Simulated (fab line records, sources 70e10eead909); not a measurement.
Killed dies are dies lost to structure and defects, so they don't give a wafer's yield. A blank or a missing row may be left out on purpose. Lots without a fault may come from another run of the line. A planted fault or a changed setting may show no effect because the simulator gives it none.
fab line records | flow nand_harc
record lots=12 wafers=34 last_day=33
route steps=1302 shown A_CHANNEL_FILL_D1@509 A_DECK1_JOINT@544 A_ONON_D2@564 A_CHANNEL_HOLE_D2@583 END@1302
lots that met no fault: from a run of the same line without faults
start_h: hours from the record's first day to the start of the lot's first wafer shown | wait_h: hours since the lot's step before | " the same as in the row above | L1.1+2: a row that stands for several wafers | - no value, or no start given | * or withheld: withheld | < > ~ a bound
route shown NAME@n: a module of which the file shows steps, and the number in the route of the first | usual: mean/standard deviation of fault-free wafers | same: alike in all rows | chamber/n: place in a boat | sites: the reading at each site | _std_site: their standard deviation | _edge_site: outer sites' mean less inner sites' | radius_mm: how far each site lies from the wafer's centre | mask NAME#n: copy n | behind: the tool/chamber that last shaped the wafer | hold: why the lot was held/for how many hours/how that ended | device: the transistor (n, p or np) that didn't switch | end of line: the same wafers' tests at the end of the route | a step without rows: its recipe alone | killed: dies lost to structure and defects at the first sort, not the wafer's yield | map: a wafer's dies, x killed, . not, _ none there
set.NAME: the setting as run; set.NAME@STEP: as run at that earlier step | model.NAME: the simulator's own value behind a step, which no gauge read
steps of the route over a sample of lots; a table a step, a row a wafer
services: from which hour (start_h, from the record's first day; less than 0 if before it) a tool's chamber was out of use, for how many hours, and why
## steps
# step NHARC_A_CHANNEL_FILL_D1_STRIP_29
# recipe time_s=20 o2_flow_sccm=500 ar_flow_sccm=0 bias_w=0 chemistry=O2
# usual drypump_motor_current_A=5.7/0.45 mfc_ar_sccm=0.008/0.011 oes_product_au=1.000/0.0079 rf_vpp_V=57.9/0.83 showerhead_plenum_p_Torr=3.58/0.16 throttle_valve_pct=17.038/0.0087
# columns lot.wafer tool chamber start_h wait_h drypump_motor_current_A mfc_ar_sccm oes_product_au rf_hours_counter_h rf_vpp_V showerhead_plenum_p_Torr throttle_valve_pct
L765.3 rie_diel-09 1 - - 4.8 0 0.998 2.6 57.8 3.62 17.031
L765.2 " 2 " " 5.3 0.007 0.998 2.6 58.2 3.51 17.036
L765.6 " 0 " " 5.6 0.011 1.003 - 58.5 3.69 17.036
L766.5 rie_diel-05 2 243.93 0.1 6.1 0 0.982 - 59.3 3.35 17.020
L766.6 " 3 " " 5.7 0.013 1.001 - 58.9 3.37 17.035
L766.4 " 0 " " 6.1 0 0.993 - 59.0 3.78 17.032
L767.2 rie_diel-13 0 - - 5.1 0 1.013 4.1 57.1 3.78 17.046
L767.3 " 1 " " 6.0 0 0.998 3.8 57.1 3.43 17.034
L767.6 " 0 " " 5.1 0 1.008 - 59.6 3.78 17.044
L771.4 rie_diel-13 3 - - 5.9 0.007 1.009 5.9 57.1 3.66 17.044
L771.1 " 0 " " 5.1 0 1.011 5.9 57.9 3.78 17.048
L771.2 " 1 " " 6.1 0 0.996 5.6 58.2 3.42 17.037
L772.2 rie_diel-05 0 310.38 0.2 6.1 0 1.010 5.5 59.9 3.78 17.044
L772.3 " 2 " " 6.1 0 1.003 5.1 57.5 3.35 17.036
L772.4 " 3 " " 5.7 0.013 1.003 - 56.9 3.37 17.039
L773.1 rie_diel-13 3 - - 5.9 0.007 0.993 6.8 58.1 3.66 17.044
L773.3 " 1 " " 6.1 0 1.005 6.5 57.1 3.42 17.042
L773.5 " 3 " " 5.9 0.007 1.007 - 57.7 3.66 17.037
L780.4 rie_diel-05 3 - - 5.7 0.013 0.995 9.8 57.0 3.37 17.041
L782.2 rie_diel-05 3 - - 5.7 0.013 1.002 10.0 57.5 3.37 17.020
L782.4 " 1 " " 6.8 0 0.989 9.0 57.1 3.55 17.045
L782.5 " 3 " " 5.8 0.013 0.993 - 57.7 3.37 17.037
L784.2 rie_diel-09 2 - - 5.3 0.007 0.992 4.2 57.9 3.51 17.044
L784.4 " 3 " " 5.8 0.037 1.007 4.4 57.5 3.34 17.038
L784.1 " 1 " " 4.8 0 1.003 5.2 58.0 3.61 17.021
L786.1 rie_diel-13 2 - - 5.4 0.023 1.005 5.0 57.0 3.72 17.040
L786.3 " 3 " " 5.9 0.007 1.004 5.2 58.1 3.66 17.025
L786.4 " 1 " " 6.0 0 0.996 5.2 57.8 3.42 17.031
L788.1 rie_diel-05 3 - - 5.7 0.013 0.998 3.5 58.5 3.37 17.031
L788.3 " 0 " " 6.1 0 0.993 3.6 58.5 3.77 17.051
L788.4 " 1 " " 6.8 0 0.989 3.5 58.5 3.55 17.027
L787.2 rie_diel-13 0 458.69 0.2 5.1 0 0.998 7.1 56.3 3.77 17.037
L787.4 " 1 " " 6.1 0 1.002 - 57.8 3.42 17.053
L787.6 " 2 " " 5.4 0.023 0.990 - 57.9 3.72 17.048
# step NHARC_A_DECK1_JOINT_INSPECT_05
# usual raw_defect_count=281/100
# columns lot.wafer tool chamber start_h wait_h raw_defect_count
L765.2 defect_inspect-02 - 269.91 0.0 191
L765.3 " - " " 125
L765.6 " - " " 166
L766.4 defect_inspect-02 - 287.11 0.0 260
L766.5 " - " " 230
L766.6 " - " " 504
L767.2 defect_inspect-01 - 299.97 0.0 363
L767.3 " - " " 312
L767.6 " - " " 258
L771.1 defect_inspect-01 - 339.81 0.0 347
L771.2 " - " " 343
L771.4 " - " " 178
L772.2 defect_inspect-02 - 350.50 0.0 298
L772.3 " - " " 243
L772.4 " - " " 231
L773.1 defect_inspect-02 - 360.89 0.0 192
L773.3 " - " " 363
L773.5 " - " " 327
L780.4 defect_inspect-01 - 424.94 0.0 357
L782.2 defect_inspect-01 - 437.53 0.0 196
L782.4 " - " " 157
L782.5 " - " " 395
L784.1 defect_inspect-01 - 466.74 0.0 142
L784.2 " - " " 131
L784.4 " - " " 220
L786.1 defect_inspect-01 - 487.53 0.0 254
L786.3 " - " " 405
L786.4 " - " " 480
L787.2 defect_inspect-01 - 502.45 0.0 268
L787.4 " - " " 383
L787.6 " - " " 512
L788.1 defect_inspect-02 - 502.57 0.0 224
L788.3 " - " " 218
L788.4 " - " " 220
# step NHARC_A_ONON_D2_DEP_28
# recipe target_thk_a=10000 n2_flow_sccm=2750 n2o_flow_sccm=2000 nh3_flow_sccm=500 sih4_flow_sccm=210 temp_c=400
# usual nh3_flow_sccm=500.2/1.5
# columns lot.wafer tool chamber start_h wait_h nh3_flow_sccm
L765.2 pecvd_onon-03 0 282.01 0.1 502.3
L765.3 " 0 " " 498.6
L765.6 " 0 " " 500.2
L766.4 pecvd_onon-02 0 299.26 0.2 498.1
L766.5 " 0 " " 498.4
L766.6 " 0 " " 498.7
L767.2 pecvd_onon-02 0 314.30 0.1 499.4
L767.3 " 0 " " 501.0
L767.6 " 0 " " 500.7
L771.1 pecvd_onon-02 0 351.75 0.1 499.0
L771.2 " 0 " " 498.2
L771.4 " 0 " " 500.2
L772.2 pecvd_onon-02 0 362.89 0.1 500.2
L772.3 " 0 " " 500.7
L772.4 " 0 " " 500.5
L773.1 pecvd_onon-04 0 372.93 0.1 501.4
L773.3 " 0 " " 498.5
L773.5 " 0 " " 502.3
L780.4 pecvd_onon-04 0 437.45 0.2 500.5
L782.2 pecvd_onon-04 0 449.60 0.1 503.1
L782.4 " 0 " " 502.8
L782.5 " 0 " " 502.7
L784.1 pecvd_onon-02 0 480.60 0.1 499.6
L784.2 " 0 " " 499.6
L784.4 " 0 " " 497.0
L786.1 pecvd_onon-03 0 500.16 0.1 500.1
L786.3 " 0 " " 499.6
L786.4 " 0 " " 499.5
L788.1 pecvd_onon-04 0 515.00 0.1 500.1
L788.3 " 0 " " 500.5
L788.4 " 0 " " 498.4
L787.2 pecvd_onon-03 0 515.07 0.1 499.4
L787.4 " 0 " " 498.9
L787.6 " 0 " " 499.9
# step NHARC_A_ONON_D2_THK_MEAS_30
# recipe thk_meas_gauge=ellipsometry
# usual thk_nm=1002/9.5
# columns lot.wafer tool chamber start_h wait_h hold thk_nm
L765.2 film_metro-01 - 282.46 - - 999
L765.3 " - " " - 1000
L765.6 " - " " - 1000
L766.4 film_metro-01 - 299.59 - - 1005
L766.5 " - " " - 1002
L766.6 " - " " - 1003
L767.2 film_metro-02 - 314.75 - - 1006
L767.3 " - " " - 1006
L767.6 " - " " - 1007
L771.1 film_metro-01 - 352.29 - - 1012
L771.2 " - " " - 1012
L771.4 " - " " - 1012
L772.2 film_metro-02 - 363.35 - - 994
L772.3 " - " " - 991
L772.4 " - " " - 996
L773.1 film_metro-01 - 373.44 - - 1003
L773.3 " - " " - 1005
L773.5 " - " " - 1004
L780.4 film_metro-01 - 437.79 - await_dispo/0.2h/release 1042
L780.4 film_metro-01 - 437.96 0.2 - 1039
L782.2 film_metro-01 - 450.06 - await_dispo/0.2h/release 1001
L782.4 " - " " await_dispo/0.2h/release 1049
L782.5 " - " " await_dispo/0.2h/release 1001
L782.2 film_metro-01 - 450.23 0.2 - 1003
L782.4 " - " " - 1050
L782.5 " - " " - 1001
L784.1 film_metro-01 - 481.11 - - 1010
L784.2 " - " " - 1010
L784.4 " - " " - 1008
L786.1 film_metro-02 - 500.67 - - 982
L786.3 " - " " - 982
L786.4 " - " " - 982
L788.1 film_metro-02 - 515.51 - - 1007
L788.3 " - " " - 1006
L788.4 " - " " - 1007
L787.2 film_metro-01 - 515.52 - - 990
L787.4 " - " " - 992
L787.6 " - " " - 991
# step NHARC_A_CHANNEL_HOLE_D2_OVL_MEAS_11
# usual overlay_x_nm=-0.2/0.76 overlay_y_nm=-0.2/0.69
# columns lot.wafer tool chamber start_h wait_h overlay_x_nm overlay_y_nm
L765.2 overlay-02 - 286.12 - -1.0 -0.1
L765.3 " - " " -0.8 -1.1
L765.6 " - " " -0.4 -0.6
L766.4 overlay-01 - 304.42 - -0.5 -0.1
L766.5 " - " " -0.2 -0.2
L766.6 " - " " -0.1 0.0
L767.2 overlay-02 - 320.76 - 1.3 0.1
L767.3 " - " " 0.8 -0.3
L767.6 " - " " 0.9 -0.3
L771.1 overlay-02 - 355.62 - -0.9 -0.3
L771.2 " - " " -0.8 0.4
L771.4 " - " " -1.4 0.2
L772.2 overlay-01 - 366.89 - 0.5 -0.7
L772.3 " - " " 0.2 -1.6
L772.4 " - " " -0.6 -1.4
L773.1 overlay-01 - 378.84 - -1.1 -0.8
L773.3 " - " " -0.5 -0.7
L773.5 " - " " -0.6 -0.9
L782.2 overlay-01 - 456.71 - -0.2 -1.1
L782.5 " - " " -0.3 -1.6
L784.1 overlay-02 - 487.21 - -0.6 -0.4
L784.2 " - " " -0.8 -1.0
L784.4 " - " " -0.8 -1.0
L786.1 overlay-01 - 504.63 - -0.4 -0.1
L786.3 " - " " -0.3 0.6
L786.4 " - " " -0.2 -0.3
L788.1 overlay-01 - 520.24 - -0.3 1.1
L788.3 " - " " 0.1 1.0
L788.4 " - " " 0.5 0.6
L787.2 overlay-02 - 520.41 - -1.1 -0.1
L787.4 " - " " -1.3 -0.3
L787.6 " - " " -1.0 -0.6
# step NHARC_END_SORT_01
# recipe temp_c=25
# usual killed_at_array=55/17 killed_at_other=1.1/1.4 killed_at_periphery=3.9/3 killed_dies=59/17 killed_open=3.5/2 killed_short=2.6/1.6
# same gross_dies=677
# columns lot.wafer tool chamber start_h wait_h hold killed_at_array killed_at_other killed_at_periphery killed_dies killed_open killed_short
L773.1 prober-01 0 647.71 2.5 - 26 2 2 30 5 3
L773.3 prober-01 0 649.32 3.1 - 40 3 3 46 6 4
L773.5 prober-01 0 650.92 3.7 - 43 1 4 48 2 3
L780.4 prober-02 0 712.39 3.4 await_dispo/6.7h/release 623 0 1 624 4 2
L782.2 prober-01 0 721.13 2.8 await_dispo/1.3h/release 29 4 5 38 3 7
L782.4 prober-01 0 722.73 3.4 await_dispo/1.3h/release 616 3 3 622 2 2
L782.5 prober-01 0 723.53 3.7 await_dispo/1.3h/release 23 2 3 28 8 2
# killed by level:class
L773.1 A_CHANNEL_HOLE_D2:chamber_film_flake=8 A_STAIRCASE:chamber_film_flake=3 A_CHANNEL_FILL_D1:geometric_particle:open=2 A_CHANNEL_FILL_D2:geometric_particle:short=2 P_GATE:chamber_film_flake=2 A_ZERO_WELL:chamber_film_flake=2 A_CONTACT:chamber_film_flake=2 A_M1:chamber_film_flake=2
L773.3 A_CHANNEL_HOLE_D2:chamber_film_flake=14 A_CHANNEL_HOLE_D1:chamber_film_flake=6 A_STAIRCASE:chamber_film_flake=4 A_M1:chamber_film_flake=4 THIN_TSV:chamber_film_flake=3 A_DECK1_JOINT:geometric_particle:short=2 P_STI:geometric_particle:open=1 P_M2:geometric_particle:open=1
L773.5 A_CHANNEL_HOLE_D2:chamber_film_flake=18 A_M1:chamber_film_flake=8 A_CONTACT:chamber_film_flake=4 A_CHANNEL_HOLE_D1:chamber_film_flake=3 P_GATE:chamber_film_flake=2 A_ZERO_WELL:chamber_film_flake=2 A_STAIRCASE:chamber_film_flake=2 P_CONTACT:geometric_particle:open=1
L780.4 A_ONON_D2:area_dep=557 A_CHANNEL_HOLE_D2:chamber_film_flake=26 A_CHANNEL_HOLE_D1:chamber_film_flake=23 A_CONTACT:chamber_film_flake=5 A_DECK1_JOINT:chamber_film_flake=3 P_M0:geometric_particle:open=1 A_ONON_D1:geometric_particle:short=1 A_ONON_D1:geometric_particle:open=1
L782.2 A_CHANNEL_HOLE_D1:chamber_film_flake=9 A_SLIT:chamber_film_flake=5 A_CONTACT:chamber_film_flake=4 A_DECK1_JOINT:chamber_film_flake=3 THIN_TSV:chamber_film_flake=3 A_ONON_D1:geometric_particle:short=2 P_ZERO_WELL:chamber_film_flake=2 P_CONTACT:geometric_particle:open=1
L782.4 A_ONON_D2:area_dep=588 A_CHANNEL_HOLE_D1:chamber_film_flake=15 A_CONTACT:chamber_film_flake=5 A_SLIT:chamber_film_flake=4 THIN_TSV:chamber_film_flake=3 P_GATE:geometric_particle:short=1 P_M0:geometric_particle:open=1 A_ONON_D1:geometric_particle:open=1
L782.5 A_CHANNEL_HOLE_D1:chamber_film_flake=8 A_CONTACT:chamber_film_flake=5 A_CHANNEL_FILL_D2:geometric_particle:open=3 P_M0:geometric_particle:open=2 A_CHANNEL_FILL_D1:geometric_particle:open=2 A_SLIT:chamber_film_flake=2 THIN_TSV:chamber_film_flake=2 P_M0:geometric_particle:short=1
## services
# columns tool chamber start_h hours kind
pecvd_onon-03 - 227.23 13.0 pm
rie_diel-05 - 229.60 9.0 pm
rie_diel-09 1 240.36 4.9 repair
rie_diel-13 2 240.90 4.3 repair
rie_diel-09 2 243.48 5.8 repair
rie_diel-09 - 270.74 13.2 repair
rie_diel-05 1 309.76 6.2 repair
pecvd_onon-04 - 311.00 13.0 pm
rie_diel-09 1 318.38 2.7 repair
rie_diel-09 - 320.10 9.0 pm
rie_diel-09 2 331.54 8.0 repair
rie_diel-13 - 342.03 9.0 pm
pecvd_onon-02 - 366.14 13.0 pm
rie_diel-09 3 376.97 8.5 repair
rie_diel-05 - 406.87 9.0 pm
pecvd_onon-03 - 408.23 13.0 pm
rie_diel-09 - 411.67 3.8 repair
rie_diel-09 - 436.71 0.8 repair
rie_diel-09 2 438.64 3.5 repair
pecvd_onon-02 - 454.89 1.7 repair
rie_diel-13 3 456.70 6.9 repair
pecvd_onon-04 - 492.00 13.0 pm
rie_diel-05 1 494.86 8.4 repair
rie_diel-09 - 497.10 9.0 pm
## key
first_sign step=NHARC_A_ONON_D2_THK_MEAS_30 reading=visit direction=added
effect step=NHARC_A_ONON_D2_THK_MEAS_30 reading=thk_nm direction=up sigmas=4.6 usual=1002 struck=1046
effect step=NHARC_END_SORT_01 reading=killed_at_array direction=up sigmas=33 usual=55 struck=620
more_kills_born_at NHARC_A_ONON_D2_DEP_28@pecvd_onon-04=1145
met_at NHARC_A_ONON_D2_DEP_28
struck_lots L780,L782
struck_wafers L780.4,L782.4
later_rows_left_out L780.4,L782.4
tester_left_out L780,L782
not_acting_at NHARC_A_CHANNEL_FILL_D1_STRIP_29,NHARC_A_DECK1_JOINT_INSPECT_05,NHARC_A_CHANNEL_HOLE_D2_OVL_MEAS_11
onset_between 372.93 437.45
fault kind=process_parameter_drift tool=pecvd_onon-04 chamber=- onset_h=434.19 steps=NHARC_A_ONON_D2_DEP_28 channel=target_thk_a offset=* shape=step end_h=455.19 scope=struck_wafers_only acts_in=* stated=*
# tester_left_out: of these lots the tester's yield and bins aren't shown, on N5 and GAA mostly nor the transistor test; their killed dies are dies lost to structure and defects alone, not to doping, threshold or leakage, so they don't give the yield
# later_rows_left_out: the simulator's readings of these wafers behind a module that went badly wrong aren't trusted and aren't shown, but for the sort
